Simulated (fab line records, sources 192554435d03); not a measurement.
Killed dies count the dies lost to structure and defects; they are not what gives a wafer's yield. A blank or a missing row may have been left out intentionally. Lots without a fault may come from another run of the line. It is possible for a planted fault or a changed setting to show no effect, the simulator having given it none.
Which tool was responsible? | flow n5Finfet | 72 wafers from 24 lots sampled at 4 of the route's 1938 steps

## WHAT THE GAUGES SHOWED, per wafer
N5_BEOL_M9_OCD_MEAS_38.
lot  | measured     | on     | trenchDepthNm (nm)
L074 | day 11 07:02 | ocd-02 | 155.0 151.4 155.7
L076 | day 11 12:14 | ocd-02 | 150.7 148.1 149.5
L075 | day 11 14:32 | ocd-01 | 154.4 149.9 154.3
L078 | day 12 10:02 | ocd-02 | 146.9 147.5 148.9
L077 | day 12 15:07 | ocd-02 | 155.2 150.9 150.6
L080 | day 12 15:16 | ocd-02 | 148.0 147.5 148.5
L081 | day 12 15:32 | ocd-01 | 152.2 151.0 153.5
L079 | day 12 18:34 | ocd-01 | 150.5 149.8 148.3
L083 | day 13 12:32 | ocd-02 | 148.5 148.5 148.4
L082 | day 13 19:48 | ocd-01 | 147.8 147.6 147.9
L084 | day 13 22:04 | ocd-01 | 147.6 148.5 147.5
L085 | day 14 04:30 | ocd-02 | 154.7 152.1 151.7
L086 | day 14 04:43 | ocd-02 | 148.4 150.4 149.1
L089 | day 14 10:39 | ocd-02 | 153.8 154.6 154.9
L087 | day 14 13:34 | ocd-01 | 151.7 153.5 153.7
L088 | day 15 04:19 | ocd-02 | 154.1 150.5 149.4
L090 | day 15 08:05 | ocd-02 | 153.6 153.0 150.4
L091 | day 15 08:07 | ocd-01 | 148.3 146.6 149.0
L093 | day 15 10:44 | ocd-02 | 151.4 151.0 149.3
L092 | day 15 10:53 | ocd-01 | 148.1 150.0 149.1
L094 | day 16 02:21 | ocd-01 | 154.4 151.9 152.6
L095 | day 16 22:11 | ocd-02 | 150.6 153.3 154.7
L096 | day 17 01:59 | ocd-02 | 151.5 154.2 151.8
L097 | day 17 16:32 | ocd-01 | 148.9 147.2 148.5

N5_BEOL_M10_OVL_MEAS_12.
lot  | measured     | on         | M10_OVL (nm)
L074 | day 11 15:20 | overlay-02 | 0.7 -0.8 -0.2
L076 | day 11 19:35 | overlay-01 | 0.0 0.3 0.3
L075 | day 11 19:47 | overlay-02 | -1.0 0.8 0.6
L078 | day 12 15:50 | overlay-02 | -0.9 -0.9 -0.4
L077 | day 12 20:55 | overlay-02 | 1.2 -0.8 -0.5
L080 | day 12 21:19 | overlay-02 | 0.2 0.5 0.0
L081 | day 12 21:37 | overlay-01 | -0.2 1.3 -0.1
L079 | day 13 03:04 | overlay-02 | 0.0 -1.9 -0.9
L083 | day 13 17:13 | overlay-01 | -0.4 0.0 0.3
L082 | day 13 23:52 | overlay-02 | -1.5 -1.2 -1.0
L084 | day 14 03:04 | overlay-02 | -0.5 -1.0 0.1
L085 | day 14 10:45 | overlay-01 | -0.4 0.0 -0.7
L086 | day 14 10:55 | overlay-01 | -0.2 1.0 -0.7
L089 | day 14 16:42 | overlay-01 | -0.6 1.5 0.4
L087 | day 14 19:54 | overlay-02 | 0.5 -1.2 -0.9
L088 | day 15 08:39 | overlay-02 | -0.6 -0.5 0.8
L090 | day 15 15:35 | overlay-02 | -1.5 -0.6 -1.9
L091 | day 15 15:37 | overlay-01 | -0.4 0.4 0.1
L093 | day 15 15:53 | overlay-01 | -0.9 1.4 -0.6
L092 | day 15 16:43 | overlay-02 | 0.2 0.5 -0.9
L094 | day 16 06:30 | overlay-02 | -0.4 -0.8 -0.6
L095 | day 17 04:38 | overlay-01 | 0.1 0.6 0.5
L096 | day 17 07:27 | overlay-01 | -0.1 -0.6 -0.5
L097 | day 17 22:47 | overlay-01 | 1.6 1.5 1.2

N5_BEOL_M10_CD_MEAS_28 targets a cd of 70 nm.
lot  | measured     | on       | cdNm (nm)
L074 | day 11 16:19 | cdSem-01 | 70.0 69.0 69.7
L076 | day 12 00:46 | cdSem-02 | 70.3 69.3 71.1
L075 | day 12 00:56 | cdSem-02 | 69.4 70.4 69.3
L078 | day 12 17:56 | cdSem-02 | 70.8 69.7 70.7
L077 | day 13 01:30 | cdSem-02 | 70.0 69.4 68.7
L080 | day 13 01:40 | cdSem-03 | 70.3 69.6 69.4
L081 | day 13 01:50 | cdSem-02 | 70.7 69.4 70.6
L079 | day 13 05:27 | cdSem-02 | 70.2 70.2 69.8
L083 | day 13 19:18 | cdSem-01 | 69.1 69.3 68.8
L082 | day 14 01:41 | cdSem-02 | 70.0 70.3 70.2
L084 | day 14 04:41 | cdSem-01 | 69.4 69.6 69.9
L085 | day 14 13:05 | cdSem-03 | 69.5 69.4 70.2
L086 | day 14 12:55 | cdSem-02 | 70.5 70.2 70.5
L089 | day 14 19:02 | cdSem-01 | 70.0 69.8 70.5
L087 | day 14 20:50 | cdSem-02 | 70.3 70.1 70.7
L088 | day 15 10:13 | cdSem-02 | 69.0 70.1 70.0
L090 | day 15 19:35 | cdSem-03 | 69.9 70.0 69.7
L091 | day 15 19:37 | cdSem-02 | 71.4 70.7 69.8
L093 | day 15 19:43 | cdSem-02 | 69.9 70.6 70.8
L092 | day 15 19:40 | cdSem-01 | 70.3 70.7 70.4
L094 | day 16 08:31 | cdSem-03 | 70.6 69.7 69.3
L095 | day 17 06:09 | cdSem-02 | 70.4 69.5 69.7
L096 | day 17 10:37 | cdSem-02 | 69.7 71.0 70.8
L097 | day 18 03:23 | cdSem-03 | 69.4 68.8 69.0

## TOOL THAT RAN EACH LOT (tool first, then ch and the chambers of the sampled wafers, then the start)
lot  | N5_BEOL_M9_SURFACE_TREAT_79
L074 | pvdSputter-02, day 11 10:17
L076 | pvdSputter-03, day 11 14:38
L075 | pvdSputter-02, day 11 15:44
L078 | pvdSputter-03, day 12 11:17
L077 | pvdSputter-03, day 12 16:32
L080 | pvdSputter-03, day 12 16:34
L081 | pvdSputter-01, day 12 19:01
L079 | pvdSputter-03, day 12 19:59
L083 | pvdSputter-03, day 13 13:32
L082 | pvdSputter-02, day 13 20:55
L084 | pvdSputter-02, day 13 23:24
L085 | pvdSputter-02, day 14 05:43
L086 | pvdSputter-02, day 14 06:02
L089 | pvdSputter-03, day 14 12:04
L087 | pvdSputter-02, day 14 15:21
L088 | pvdSputter-03, day 15 05:23
L090 | pvdSputter-01, day 15 09:05
L091 | pvdSputter-02, day 15 09:11
L093 | pvdSputter-01, day 15 12:07
L092 | pvdSputter-02, day 15 12:12
L094 | pvdSputter-02, day 16 03:40
L095 | pvdSputter-02, day 16 23:12
L096 | pvdSputter-01, day 17 03:40
L097 | pvdSputter-02, day 17 18:19
- N5_BEOL_M9_SURFACE_TREAT_79

## AS READ BY THE TOOLS THEMSELVES (means over the sampled wafers that have a number; for cases with no such wafer, the mark the record gives instead)
N5_BEOL_M9_SURFACE_TREAT_79.
lot  | tool          | arFlowSccm (sccm)
L074 | pvdSputter-02 | 30.05
L076 | pvdSputter-03 | 30.10
L075 | pvdSputter-02 | 30.03
L078 | pvdSputter-03 | 29.99
L077 | pvdSputter-03 | 30.01
L080 | pvdSputter-03 | 30.15
L081 | pvdSputter-01 | 29.90
L079 | pvdSputter-03 | 29.95
L083 | pvdSputter-03 | 29.95
L082 | pvdSputter-02 | 29.97
L084 | pvdSputter-02 | 30.05
L085 | pvdSputter-02 | 29.95
L086 | pvdSputter-02 | 30.00
L089 | pvdSputter-03 | 30.00
L087 | pvdSputter-02 | 30.05
L088 | pvdSputter-03 | 29.98
L090 | pvdSputter-01 | 29.96
L091 | pvdSputter-02 | 30.04
L093 | pvdSputter-01 | 30.06
L092 | pvdSputter-02 | 29.94
L094 | pvdSputter-02 | 29.87
L095 | pvdSputter-02 | 30.13
L096 | pvdSputter-01 | 30.09
L097 | pvdSputter-02 | 29.91

## THE ANSWER, worked out from the rows above alone
Rule: usual is defined by the lots themselves. Put in order of their means at a reading, lots are off if they are a third of the lots or fewer, leave a main group of 4 or more, and stand apart from it by a gap of 3 or more times the standard deviation of the main group's means; of several such gaps the widest counts. Not used: any main group whose means are identical at the precision the tables above print for the reading. A lot without any number at a reading at which 4 lots or more have one is off too. Where the step has rows for the other lots, those lots are counted as sound. First the gauges in route order, then the tools' own readings, where a lot's mean is used as printed above. The first step at which some lot is off is used, and at that step the reading that is off furthest; a lot without a number counts as furthest.
Nothing can be told from this: no lot is off at any reading shown.

## WHAT WAS PUT IN BY THE SIMULATOR
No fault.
